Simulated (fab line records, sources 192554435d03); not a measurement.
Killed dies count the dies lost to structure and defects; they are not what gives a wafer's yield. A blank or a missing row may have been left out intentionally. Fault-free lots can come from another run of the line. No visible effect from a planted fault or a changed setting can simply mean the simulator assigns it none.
Code-filled problem report in 8D (eight disciplines) form + flow n5-finfet + the parts of the form that need people (team, actions taken, sign-off) are left out

1. WHAT WENT WRONG
Mean of barrier-field-endpoint-s at N5_BEOL_M6_CMP_52: 33.2 s across 4 wafers in 3 lots; on wafers with no fault it is 28.9 s (standard deviation 0.68). That is +6.3 standard deviations from the usual mean.
The step: polishes, stops on SiCOH lowk, t overpolish 6.9 s, target thk 80 nm.
The first sign was on wafer L641.4 at day 11 22:53, on cmp-03. Wafers with a number at this step in the record: 33, from 12 lots. Rule for "out" (also "out of limits"): further than 4 standard deviations from the usual mean. All remaining wafers that have a number are taken as sound.

2. WHAT IT IS AND WHAT IT IS NOT
| question                    | is                             | is not                                                                                       |
|-----------------------------|--------------------------------|----------------------------------------------------------------------------------------------|
| which readings at this step | barrier-field-endpoint-s       | motor-current-A                                                                              |
| which lots                  | L641, L644, L645               | L633, L634, L636, L637, L639, L647, L653, L654, L655                                         |
| which wafers of those lots  | L641.4, L644.1, L645.1, L645.4 | L641.5, L644.5                                                                               |
| read on which tools         | cmp-02, cmp-03                 | cmp-01                                                                                       |
| when                        | from day 11 22:53              | up to then (16 sound wafers); but 13 sound wafers of L644, L647, L653, L654, L655 came after |

3. WHAT RULES OUT EACH SUSPECT
Counting: any tool at a process step up to the reading remains a suspect provided it ran every lot that is out. Sound lots after the first of them don't rule it out here, since some wafers of a struck lot are sound.
- pecvd-03 at N5_BEOL_M6_PECVD_70 (deposits SiO2 from TEOS/O2, target thk 20 nm, time 22.7 s): kept. It ran every lot that is out, first L641 (day 11 13:42); its last sound lot up to then is L637 (day 10 14:14).
Remaining after the count: pecvd-03 at N5_BEOL_M6_PECVD_70.

4. THE CAUSE (what the simulator had put in)
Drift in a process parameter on pecvd-03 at N5_BEOL_M6_PECVD_70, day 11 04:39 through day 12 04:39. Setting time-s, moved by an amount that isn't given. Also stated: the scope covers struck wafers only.
The count eliminated every tool but this one.

5. THE CHAIN OF EFFECTS, in route order
Each row: a reading where the mean over the struck wafers with a number is more than 3 standard deviations away from the usual. Readings are gone through only where the record gives a usual standard deviation; hours: the median, over the lots, of the time from a lot's start at the first step in this table giving one to that lot's start at this step; sigmas: the change measured in usual standard deviations.
| hours | step              | reading                  | usual  | on struck wafers | change | sigmas |
|-------|-------------------|--------------------------|--------|------------------|--------|--------|
| 0     | N5_BEOL_M6_CMP_52 | barrier-field-endpoint-s | 28.9 s | 33.2             | +4.3   | +6.3   |
It contains these process steps:
- N5_BEOL_M6_CMP_52: polishes, stops on SiCOH lowk, t overpolish 6.9 s, target thk 80 nm.
Later steps that measure or inspect, where all struck wafers having a row at the step show a number for every such reading and not one has moved that far: N5_BEOL_M6_THK_MEAS_53, N5_BEOL_M7_THK_MEAS_01.

6. HOW IT WOULD HAVE BEEN CAUGHT EARLIER
18 hours passed between the start of the fault at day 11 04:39 and the first reading out of limits in this record, taken at day 11 22:53.
Tool readings at N5_BEOL_M6_PECVD_70 with a usual standard deviation given in the record: none out on any struck wafer, hence no alarm at a limit of 4 standard deviations on them.
Lots out: 3; all had begun N5_BEOL_M6_PECVD_70 on pecvd-03 by day 11 22:53. Had the tool been put on hold then, not one of them would have been saved.
